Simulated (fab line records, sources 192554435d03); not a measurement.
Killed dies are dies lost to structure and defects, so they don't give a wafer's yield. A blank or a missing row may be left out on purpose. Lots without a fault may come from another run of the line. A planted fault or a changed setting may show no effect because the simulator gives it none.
fab line records | flow n5_finfet
record lots=4 wafers=12 last_day=18
route steps=1938 shown MOL_CONTACT_COAG@525 BEOL_M4@1111 PASSIVATION@1936
lots that met no fault: from a run of the same line without faults
start_h: hours from the record's first day to the start of the lot's first wafer shown | wait_h: hours since the lot's step before | " the same as in the row above | L1.1+2: a row that stands for several wafers | - no value, or no start given | * or withheld: withheld | < > ~ a bound
route shown NAME@n: a module of which the file shows steps, and the number in the route of the first | usual: mean/standard deviation of fault-free wafers | same: alike in all rows | chamber/n: place in a boat | sites: the reading at each site | _std_site: their standard deviation | _edge_site: outer sites' mean less inner sites' | radius_mm: how far each site lies from the wafer's centre | mask NAME#n: copy n | behind: the tool/chamber that last shaped the wafer | hold: why the lot was held/for how many hours/how that ended | device: the transistor (n, p or np) that didn't switch | end of line: the same wafers' tests at the end of the route | a step without rows: its recipe alone | killed: dies lost to structure and defects at the first sort, not the wafer's yield | map: a wafer's dies, x killed, . not, _ none there
set.NAME: the setting as run; set.NAME@STEP: as run at that earlier step | model.NAME: the simulator's own value behind a step, which no gauge read
lots at some steps of the route; a table a step, a row a wafer
services: from which hour (start_h, from the record's first day; less than 0 if before it) a tool's chamber was out of use, for how many hours, and why
## steps
# step N5_MOL_CONTACT_COAG_DEVELOP_07
# recipe develop_time_s=30 developer=TMAH resist=CAR-EUV rinse_liquid=surfactant_rinse dry=air_spin dev_temp_c=23
# step N5_MOL_CONTACT_COAG_DESCUM_13
# recipe chemistry=O2 time_s=7 source_power_w=50 bias_power_w=20 pressure_mtorr=20 rf_frequency_hz=2.712e+07 temp_c=40 resist=CAR-EUV o2_flow_sccm=225
# step N5_MOL_CONTACT_COAG_ETCH_59
# recipe chemistry=N2/H2 target=underlayer target_depth_a=130 mask_material=CAR-EUV time_s=10.4 ion_energy_ev=200 pressure_mtorr=30 source_w=840 bias_w=150 n2_flow_sccm=200 h2_flow_sccm=200 ends=cleared
# step N5_MOL_CONTACT_COAG_ETCH_105
# recipe chemistry=CF4 target=SiARC target_depth_a=156 mask_material=CAR-EUV time_s=26 ion_energy_ev=80 pressure_mtorr=40 source_w=545 bias_w=36 Ar_flow_sccm=100 cf4_flow_sccm=100 ends=cleared
# step N5_MOL_CONTACT_COAG_ETCH_106
# recipe chemistry=N2/H2 target=SOC target_depth_a=800 overetch_a=160 mask_material=SiARC temp_c=40 time_s=120 ion_energy_ev=200 pressure_mtorr=30 source_w=840 bias_w=150 n2_flow_sccm=200 h2_flow_sccm=200
# step N5_MOL_CONTACT_COAG_STRIP_107
# recipe chemistry=N2/H2 temp_c=40 n2_flow_sccm=200 h2_flow_sccm=200 rf_frequency_hz=6e+07
# step N5_MOL_CONTACT_COAG_STRIP_108
# recipe chemistry=N2/H2 temp_c=40 n2_flow_sccm=200 h2_flow_sccm=200 rf_frequency_hz=6e+07
# step N5_MOL_CONTACT_COAG_CONTACT_ETCH_14
# recipe chemistry=C4F6/O2 target=SiO2 target_depth_a=275 overetch_a=85 mask_material=SOC pressure_mtorr=30 source_w=370 bias_w=185 Ar_flow_sccm=300 C4F6_flow_sccm=16 O2_flow_sccm=10 time_s=20 ion_energy_ev=259.6
# step N5_MOL_CONTACT_COAG_STRIP_109
# recipe chemistry=C4F6/O2 resist=SiARC rf_frequency_hz=6e+07
# step N5_MOL_CONTACT_COAG_ETCH_15
# recipe chemistry=CH3F/O2 target=SiNx target_depth_a=70 mask_material=SOC stop_on=Si:P over_etch_frac=0.75 ion_energy_ev=120 pressure_mtorr=30 source_w=395 bias_w=73 Ar_flow_sccm=150 CH3F_flow_sccm=30 O2_flow_sccm=20
# usual O2_flow_sccm=20.00/0.062 drypump_motor_current_A=5.6/0.42 mfc_ar_sccm=149.9/0.41 oes_product_au=0.58/0.058 over_etch_frac=0.75/0 rf_fwd_power_W=392.8/1.4 rf_vpp_V=294/7.6 showerhead_plenum_p_Torr=1.99/0.063 throttle_valve_pct=16.24/0.18
# columns lot.wafer tool chamber start_h wait_h O2_flow_sccm drypump_motor_current_A mfc_ar_sccm oes_product_au over_etch_frac rf_fwd_power_W rf_hours_counter_h rf_vpp_V showerhead_plenum_p_Torr throttle_valve_pct model.SOC_of_MOL_CONTACT_COAG_COAT_103.thk_nm
L676.4 rie_diel-06 0 114.48 0.0 20.04 5.2 150.3 0.53 0.75 391.7 180 287 2.08 16.15 75.4
L676.5 " 2 " " 20.12 5.8 150.0 0.64 0.75 393.4 - 297 2.04 16.12 75
L676.6 " 1 " " 20.01 6.3 149.9 0.71 0.75 390.8 - 286 2.12 16.04 75.2
L680.2 rie_diel-06 3 136.22 0.0 19.94 5.1 149.4 0.65 0.75 390.2 33 286 1.96 16.25 75.2
L680.5 " 1 " " 20.02 6.3 149.7 0.69 0.75 392.8 - 287 2.12 16.05 75.4
L680.6 " 2 " " 20.06 5.8 149.2 0.53 1.6133 393.7 - 297 2.03 16.12 73
L681.1 rie_diel-06 0 143.56 0.0 20.03 5.2 150.4 0.52 0.75 394.3 191 287 2.08 16.18 75.2
L681.2 " 2 " " 20.03 5.8 149.5 0.53 1.6133 391.2 51 297 2.03 16.12 73
L681.4 " 3 " " 20.02 5.1 149.8 0.65 0.75 391.8 36 287 1.96 16.26 75
L695.2 rie_diel-04 1 225.15 0.0 19.92 5.8 149.9 0.68 0.75 392.2 5 309 2.06 16.25 74.6
L695.5 " 2 " " 20.05 6.0 150.2 0.52 0.75 391.8 - 292 1.97 16.11 75
L695.6 " 3 " " 20.04 5.1 149.5 0.59 0.75 392.4 - 288 1.94 16.45 74.8
# step N5_MOL_CONTACT_COAG_ETCH_110
# recipe chemistry=CF4/O2 target=Si target_depth_a=25 time_s=8 pressure_mtorr=100 source_w=200 bias_w=12 ion_energy_ev=60 Ar_flow_sccm=100 cf4_flow_sccm=100 O2_flow_sccm=10
# usual O2_flow_sccm=9.996/0.028 cf4_flow_sccm=99.94/0.3 drypump_motor_current_A=5.6/0.42 mfc_ar_sccm=100.0/0.31 oes_product_au=0.80/0.083 rf_fwd_power_W=198.3/0.72 rf_vpp_V=126/3.6 showerhead_plenum_p_Torr=2.22/0.066 throttle_valve_pct=10.69/0.22
# columns lot.wafer tool chamber start_h wait_h O2_flow_sccm cf4_flow_sccm drypump_motor_current_A mfc_ar_sccm oes_product_au rf_fwd_power_W rf_hours_counter_h rf_vpp_V showerhead_plenum_p_Torr throttle_valve_pct model.SOC_of_MOL_CONTACT_COAG_COAT_103.thk_nm
L676.4 rie_diel-06 0 114.54 0.0 10.013 100.37 5.2 100.0 0.74 198.2 180 122 2.31 10.66 73.8
L676.5 " 2 " " 9.986 99.88 5.8 99.3 0.93 198.1 - 124 2.26 10.52 73.4
L676.6 " 1 " " 9.989 100.05 6.3 100.1 0.99 198.2 - 121 2.35 10.37 73.6
L680.2 rie_diel-06 3 136.28 0.0 10.010 99.98 5.0 99.9 0.88 198.8 33 123 2.18 10.60 73.6
L680.5 " 1 " " 9.940 99.96 6.3 100.1 0.95 197.6 - 122 2.35 10.40 73.8
L680.6 " 2 " " 10.014 99.68 5.8 99.8 0.91 198.3 - 127 2.26 10.53 71.4
L681.1 rie_diel-06 0 143.62 0.0 9.965 100.18 5.2 99.9 0.72 197.6 191 123 2.30 10.70 73.8
L681.2 " 2 " " 10.014 99.92 5.8 99.2 0.92 197.9 51 126 2.26 10.53 71.4
L681.4 " 3 " " 9.961 99.34 5.1 100.2 0.87 197.9 36 123 2.18 10.61 73.6
L695.2 rie_diel-04 1 225.21 0.0 9.945 99.85 5.8 100.0 0.93 198.2 5 134 2.27 10.44 73
L695.5 " 2 " " 10.025 99.66 6.0 99.9 0.70 198.0 - 124 2.21 10.77 73.4
L695.6 " 3 " " 10.025 99.45 5.1 100.6 0.81 198.8 - 123 2.15 10.73 73.4
# step N5_MOL_CONTACT_COAG_STRIP_98
# recipe chemistry=N2/H2 power_w=500 temp_c=40 pressure_mtorr=50 rf_frequency_hz=6e+07 overash_fraction=0.3 bias_power_w=8 h2_frac=0.5 n2_flow_sccm=300 h2_flow_sccm=300
# step N5_BEOL_M4_RC_MEAS_101
# usual DIBL_N=36.4/2.7 DIBL_P=36/3.2 IOFF_N=0.16/0.046 IOFF_P=0.21/0.055 ION_N=677/15 ION_P=464/11 SS_N=71.5/0.79 SS_P=73.3/0.93 VT_N=250/4.1 VT_P=-251/4.4
# columns lot.wafer tool chamber start_h wait_h DIBL_N[mV/V] DIBL_P[mV/V] IOFF_N[nA/um] IOFF_P[nA/um] ION_N[uA/um] ION_P[uA/um] SS_N[mV/dec] SS_P[mV/dec] VT_N[mV] VT_P[mV]
L676.4 prober-02 0 207.21 0.5 36.5 36 0.16 0.21 672 460 71.5 73.0 249 -251
L676.5 " 0 " " 34.8 33 0.13 0.17 668 465 71.4 71.8 250 -251
L676.6 " 0 " " 37.0 36 0.17 0.22 686 462 71.7 73.2 248 -248
L680.2 prober-02 0 230.95 0.2 41.4 41 0.23 0.33 676 460 71.9 74.9 248 -245
L680.5 " 0 " " 36.1 34 0.13 0.19 658 455 71.0 73.1 256 -254
L680.6 " 0 " " 35.3 34 0.13 0.19 664 456 71.0 73.9 251 -250
L681.1 prober-01 0 235.59 0.0 39.1 39 0.19 0.27 699 478 72.6 74.8 247 -248
L681.2 " 0 " " 35.3 34 0.11 0.17 666 463 71.1 72.3 256 -254
L681.4 " 0 " " 35.4 33 0.11 0.17 651 456 71.3 72.2 258 -253
L695.2 prober-01 0 319.60 0.2 35.0 35 0.14 0.15 662 449 71.4 72.9 252 -256
L695.5 " 0 " " 36.2 36 0.15 0.15 667 447 72.0 73.0 251 -257
L695.6 " 0 " " 29.7 30 0.07 0.10 631 438 70.5 71.5 260 -263
# step N5_PASSIVATION_PROBE_49
# usual defect_limited_yield=91.1/1.4 killed_at_M0_to_M3=34/9.7 killed_at_M4_up=13/5.1 killed_at_contacts=14/6.3 killed_at_front_end=40/11 killed_at_other=3.5/2.7 killed_dies=105/16 killed_on_rim=13/4.1 killed_open=70/12 killed_short=34/7.8 sort_bin_5_function=5.2/0.88 sort_bin_6_memory=3.3/0.7 sort_bin_8_speed=0.1/0.62 sort_n_pass=1074/17 sort_yield_pct=91.0/1.5
# same gross_dies=1180 killed_at_back_side=0 sort_bin_4_leakage[%]=0
# columns lot.wafer tool chamber start_h wait_h defect_limited_yield[%] killed_at_M0_to_M3 killed_at_M4_up killed_at_contacts killed_at_front_end killed_at_other killed_dies killed_on_rim killed_open killed_short sort_bin_5_function[%] sort_bin_6_memory[%] sort_bin_8_speed[%] sort_n_pass sort_yield_pct[%]
L676.4 prober-01 - 307.80 0.2 91.5 26 16 25 31 2 100 16 69 30 5.0 3.1 0 1080 91.5
L676.5 prober-01 - 307.85 0.2 91.8 24 14 15 40 4 97 10 62 32 5.1 3.0 0 1083 91.8
L676.6 prober-01 - 307.90 0.3 92.4 17 18 13 39 3 90 16 62 27 3.6 3.7 0 1090 92.4
L680.2 prober-02 - 339.09 0.1 90.3 37 14 11 48 5 115 12 77 32 5.5 3.6 0 1065 90.3
L680.5 prober-02 - 339.24 0.2 91.3 22 9 9 60 3 103 13 67 36 5.3 3.3 0 1077 91.3
L680.6 prober-02 - 339.29 0.3 91.9 25 13 6 50 1 95 15 70 24 4.1 3.6 0 1085 91.9
L681.4 prober-01 - 355.60 0.2 89.3 22 22 14 65 3 126 16 84 42 5.7 4.5 0 1054 89.3
# killed by level:class
L676.4 MOL_CONTACT_COAG:geometric_particle:open=19 FIN_SAQP:geometric_particle:open=13 BEOL_M4:geometric_particle:open=11 BEOL_M0_SAQP:geometric_particle:open=7 MOL_CONTACT_COAG:geometric_particle:short=6 FIN_SAQP:geometric_particle:short=4 BEOL_M0_SAQP:geometric_particle:short=4 BEOL_M3:geometric_particle:open=4
L676.5 MOL_CONTACT_COAG:geometric_particle:open=10 STI_FIN_REVEAL:geometric_particle:open=9 BEOL_M4:geometric_particle:open=9 BEOL_M2:geometric_particle:open=8 STARTING-WAFER:geometric_particle:open=6 FIN_SAQP:geometric_particle:short=5 GATE_CUT:geometric_particle:short=5 MOL_CONTACT_COAG:geometric_particle:short=5
L676.6 MOL_CONTACT_COAG:geometric_particle:open=13 BEOL_M4:geometric_particle:open=12 FIN_SAQP:geometric_particle:open=9 FIN_SAQP:geometric_particle:short=8 GATE_CUT:geometric_particle:short=6 BEOL_M0_SAQP:geometric_particle:short=6 BEOL_M3:geometric_particle:open=6 STI_FIN_REVEAL:geometric_particle:open=5
L680.2 STI_FIN_REVEAL:geometric_particle:open=19 BEOL_M0_SAQP:geometric_particle:short=12 BEOL_M3:geometric_particle:open=9 MOL_CONTACT_COAG:geometric_particle:open=9 BEOL_M0_SAQP:geometric_particle:open=9 FIN_SAQP:geometric_particle:open=5 DUMMY_GATE:geometric_particle:open=5 BEOL_M4:geometric_particle:open=5
L680.5 STI_FIN_REVEAL:geometric_particle:open=18 BEOL_M0_SAQP:geometric_particle:short=8 MOL_CONTACT_COAG:geometric_particle:open=7 FIN_SAQP:geometric_particle:open=6 BEOL_M0_SAQP:geometric_particle:open=6 GATE_CUT:geometric_particle:short=5 BEOL_M3:geometric_particle:open=5 STARTING-WAFER:geometric_particle:short=5
L680.6 STI_FIN_REVEAL:geometric_particle:open=20 FIN_SAQP:geometric_particle:short=13 BEOL_M2:geometric_particle:open=10 MOL_CONTACT_COAG:geometric_particle:open=6 BEOL_M1:geometric_particle:open=5 BEOL_M0_SAQP:geometric_particle:short=4 BEOL_M4:geometric_particle:open=4 STARTING-WAFER:geometric_particle:open=4
L681.4 STI_FIN_REVEAL:geometric_particle:open=27 MOL_CONTACT_COAG:geometric_particle:open=12 FIN_SAQP:geometric_particle:short=8 BEOL_M4:geometric_particle:open=8 BEOL_M3:geometric_particle:open=7 GATE_CUT:geometric_particle:short=6 FIN_SAQP:geometric_particle:open=5 STI_FIN_REVEAL:geometric_particle:short=4
## services
# columns tool chamber start_h hours kind
rie_diel-04 3 122.87 3.9 repair
rie_diel-04 - 126.60 2.8 pm
rie_diel-06 3 173.08 5.7 repair
rie_diel-04 3 185.80 9.3 repair
rie_diel-04 1 195.45 - clean
rie_diel-04 1 195.45 - consumable_replace:focus_ring
rie_diel-04 1 195.45 17.4 scheduled_down
rie_diel-04 1 195.45 17.4 vent_cycle
rie_diel-06 - 221.57 2.8 pm
## key
first_sign step=N5_MOL_CONTACT_COAG_ETCH_15 reading=over_etch_frac direction=up sigmas=99+ usual=0.75 struck=1.6133
effect none on later readings
model_effect step=N5_MOL_CONTACT_COAG_ETCH_15 value=SOC_of_MOL_CONTACT_COAG_COAT_103.thk_nm without=74.7 struck=73
model_effect step=N5_MOL_CONTACT_COAG_ETCH_110 value=SOC_of_MOL_CONTACT_COAG_COAT_103.thk_nm without=73.1 struck=71.4
met_at N5_MOL_CONTACT_COAG_ETCH_15
struck_wafers L680.6,L681.2
onset_between 114.48 136.22
fault kind=process_parameter_drift tool=rie_diel-06 chamber=2 onset_h=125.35 steps=N5_MOL_CONTACT_COAG_ETCH_15 channel=over_etch_frac offset=0.86327 shape=step end_h=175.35 acts_in=these_recipes_only stated=0.75
